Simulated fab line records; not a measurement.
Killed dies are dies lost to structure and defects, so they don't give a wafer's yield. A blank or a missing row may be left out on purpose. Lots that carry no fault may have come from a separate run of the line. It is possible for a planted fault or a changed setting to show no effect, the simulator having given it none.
Lot-split experiment || flow n5-finfet || on a route of 1938 steps: 7 lots, 21 wafers read

## THE SPLIT
At N5_WELL_APT_COAT_02 (resist thk 950 nm), the setting spin-rpm was moved away from the recipe's 1357 rpm on 6 of the 21 wafers read, by -4.6% to +6.6%. The other wafers ran this setting at the recipe's value.

The reading is taken at the split's own step.

## THE READING
coat_of_WELL_APT_COAT_02.thk-nm (the simulator's own value, which no gauge read), in nm, at N5_WELL_APT_COAT_02 (resist thk 950 nm). The file gives no usual value for it. Across the 15 wafers here that went through the recipe, the average is 951.4 nm and the standard deviation 2.1 nm.

{"wafer": "L075.2", "tool, chamber at the split": "litho-track-05, 0", "spin-rpm as run, rpm": 1357, "against the recipe": "recipe", "coat_of_WELL_APT_COAT_02.thk-nm, nm": 949.2, "against lot-mates on the recipe": "-"}
{"wafer": "L075.3", "tool, chamber at the split": "litho-track-05, 0", "spin-rpm as run, rpm": 1357, "against the recipe": "recipe", "coat_of_WELL_APT_COAT_02.thk-nm, nm": 952.5, "against lot-mates on the recipe": "-"}
{"wafer": "L075.5", "tool, chamber at the split": "litho-track-05, 0", "spin-rpm as run, rpm": 1396, "against the recipe": "+2.9%", "coat_of_WELL_APT_COAT_02.thk-nm, nm": 939.1, "against lot-mates on the recipe": -11.8}
{"wafer": "L077.1", "tool, chamber at the split": "litho-track-02, 0", "spin-rpm as run, rpm": 1357, "against the recipe": "recipe", "coat_of_WELL_APT_COAT_02.thk-nm, nm": 951.7, "against lot-mates on the recipe": "-"}
{"wafer": "L077.2", "tool, chamber at the split": "litho-track-02, 0", "spin-rpm as run, rpm": 1357, "against the recipe": "recipe", "coat_of_WELL_APT_COAT_02.thk-nm, nm": 953.5, "against lot-mates on the recipe": "-"}
{"wafer": "L077.3", "tool, chamber at the split": "litho-track-02, 0", "spin-rpm as run, rpm": 1357, "against the recipe": "recipe", "coat_of_WELL_APT_COAT_02.thk-nm, nm": 948.4, "against lot-mates on the recipe": "-"}
{"wafer": "L081.3", "tool, chamber at the split": "litho-track-03, 0", "spin-rpm as run, rpm": 1310, "against the recipe": "-3.5%", "coat_of_WELL_APT_COAT_02.thk-nm, nm": 974.5, "against lot-mates on the recipe": "+19.8"}
{"wafer": "L081.5", "tool, chamber at the split": "litho-track-03, 0", "spin-rpm as run, rpm": 1310, "against the recipe": "-3.5%", "coat_of_WELL_APT_COAT_02.thk-nm, nm": 971.2, "against lot-mates on the recipe": "+16.5"}
{"wafer": "L081.6", "tool, chamber at the split": "litho-track-03, 0", "spin-rpm as run, rpm": 1357, "against the recipe": "recipe", "coat_of_WELL_APT_COAT_02.thk-nm, nm": 954.7, "against lot-mates on the recipe": "-"}
{"wafer": "L085.1", "tool, chamber at the split": "litho-track-05, 0", "spin-rpm as run, rpm": 1357, "against the recipe": "recipe", "coat_of_WELL_APT_COAT_02.thk-nm, nm": 948.9, "against lot-mates on the recipe": "-"}
{"wafer": "L085.3", "tool, chamber at the split": "litho-track-05, 0", "spin-rpm as run, rpm": 1357, "against the recipe": "recipe", "coat_of_WELL_APT_COAT_02.thk-nm, nm": 948, "against lot-mates on the recipe": "-"}
{"wafer": "L085.4", "tool, chamber at the split": "litho-track-05, 0", "spin-rpm as run, rpm": 1447, "against the recipe": "+6.6%", "coat_of_WELL_APT_COAT_02.thk-nm, nm": 920.8, "against lot-mates on the recipe": -27.7}
{"wafer": "L090.2", "tool, chamber at the split": "litho-track-02, 0", "spin-rpm as run, rpm": 1357, "against the recipe": "recipe", "coat_of_WELL_APT_COAT_02.thk-nm, nm": 952.8, "against lot-mates on the recipe": "-"}
{"wafer": "L090.4", "tool, chamber at the split": "litho-track-02, 0", "spin-rpm as run, rpm": 1357, "against the recipe": "recipe", "coat_of_WELL_APT_COAT_02.thk-nm, nm": 950, "against lot-mates on the recipe": "-"}
{"wafer": "L090.6", "tool, chamber at the split": "litho-track-02, 0", "spin-rpm as run, rpm": 1357, "against the recipe": "recipe", "coat_of_WELL_APT_COAT_02.thk-nm, nm": 950.1, "against lot-mates on the recipe": "-"}
{"wafer": "L092.1", "tool, chamber at the split": "litho-track-02, 0", "spin-rpm as run, rpm": 1357, "against the recipe": "recipe", "coat_of_WELL_APT_COAT_02.thk-nm, nm": 953.8, "against lot-mates on the recipe": "-"}
{"wafer": "L092.6", "tool, chamber at the split": "litho-track-02, 0", "spin-rpm as run, rpm": 1357, "against the recipe": "recipe", "coat_of_WELL_APT_COAT_02.thk-nm, nm": 953.8, "against lot-mates on the recipe": "-"}
{"wafer": "L092.4", "tool, chamber at the split": "litho-track-02, 0", "spin-rpm as run, rpm": 1357, "against the recipe": "recipe", "coat_of_WELL_APT_COAT_02.thk-nm, nm": 952.9, "against lot-mates on the recipe": "-"}
{"wafer": "L097.1", "tool, chamber at the split": "litho-track-02, 0", "spin-rpm as run, rpm": 1357, "against the recipe": "recipe", "coat_of_WELL_APT_COAT_02.thk-nm, nm": 950.8, "against lot-mates on the recipe": "-"}
{"wafer": "L097.2", "tool, chamber at the split": "litho-track-02, 0", "spin-rpm as run, rpm": 1294, "against the recipe": "-4.6%", "coat_of_WELL_APT_COAT_02.thk-nm, nm": 977, "against lot-mates on the recipe": "+26.2"}
{"wafer": "L097.3", "tool, chamber at the split": "litho-track-02, 0", "spin-rpm as run, rpm": 1294, "against the recipe": "-4.6%", "coat_of_WELL_APT_COAT_02.thk-nm, nm": 972.8, "against lot-mates on the recipe": "+22.0"}

FIT RESULTS
A straight line over all 21 wafers: coat_of_WELL_APT_COAT_02.thk-nm changes by -5.03 nm for each +1% of spin-rpm; r = -0.98; the points scatter about the line by 2.5 nm.
The same after taking each lot's own level away (the mean of its wafers on the recipe; 21 wafers): -4.71 nm for each +1%; r = -0.99; scatter 1.8 nm.
According to that fit, moving spin-rpm by its largest amount changes the reading by 31 nm.
From 948.45 to 954.70 nm: that is the span of the lots' own levels, equal to 2.9 times the standard deviation above.
Consequently the slope shifts little with the lot-to-lot level, the two slopes agreeing.
Check: with one of the wafers moved furthest among these (+6.6%) left out of the fit, the line predicts -33.1 nm for it against its lot-mates. Against them it came out at -27.7 nm.

## OTHER SPLITS APPLIED TO THESE WAFERS
These wafers also went through other splits before the reading. Each is held against what the fit with the lots' levels taken away leaves over:
{"other split on the same wafers": "N5_ZERO_LAYER_EXPOSE_08 dose-mj", "wafers away from the commonest value": 8, "r with coat_of_WELL_APT_COAT_02.thk-nm (lot level and that fit taken away)": "+0.18"}
{"other split on the same wafers": "N5_ZERO_LAYER_PEB_09 peb-time-s", "wafers away from the commonest value": "as run: not given for these wafers", "r with coat_of_WELL_APT_COAT_02.thk-nm (lot level and that fit taken away)": "-"}

## FILE'S OWN FIT
coat_of_WELL_APT_COAT_02.thk-nm changes by -4.57 nm for each +1% of spin-rpm, r = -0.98.
